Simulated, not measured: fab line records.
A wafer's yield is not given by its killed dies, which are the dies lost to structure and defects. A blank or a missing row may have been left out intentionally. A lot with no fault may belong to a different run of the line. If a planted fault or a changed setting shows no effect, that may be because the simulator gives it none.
Chamber matching ; flow nandHarc ; cmp-03 running NHARC_A_SGD_CUT_CMP_21: 4 sister chambers
The step polishes, target thk 148.19 nm. 4 wafers are shown with their chamber, then 9 later ones without.

== WAFERS WITH THEIR CHAMBER ==
wafer;chamber;motorCurrentA (A)
L213.5;0;12.1
L216.2;3;10.4
L216.3;1;12.5
L216.6;2;10.1

== WAFERS MISSING THEIR CHAMBER ==
wafer;motorCurrentA (A)
L222.3;10.5
L222.5;12.4
L222.6;12.5
L224.2;12.2
L224.4;12.1
L224.6;13.1
L226.1;12.0
L226.2;10.5
L226.5;12.1

== WHICH CHAMBER EACH ONE RAN IN ==
wafer;from the rows above;in truth
L222.3;can't be placed: 3 or 2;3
L222.5;can't be placed: 1 or 0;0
L222.6;can't be placed: 1 or 0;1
L224.2;can't be placed: 0 or 1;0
L224.4;can't be placed: 0 or 1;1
L224.6;can't be placed: 1 or 0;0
L226.1;can't be placed: 0 or 1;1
L226.2;can't be placed: 3 or 2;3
L226.5;can't be placed: 0 or 1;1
Correctly placed: 0 of 9. Can't be placed from these rows: 9 (the true chamber is among the candidates in 9). 0 placed wrongly.
How it was worked out, from the rows above alone: a wafer's distance from a chamber is the root of the sum, over the readings, of the square of ((its reading less the chamber's mean) divided by the reading's scatter). If the next closest chamber is less than 2 further off than the closest, the wafer can't be placed; otherwise it belongs to the closest. Each chamber's mean is taken over the wafers shown for it. The scatter: with one shown wafer a chamber, the root of the mean of the squares of how far each hidden wafer lies from its nearest shown one.
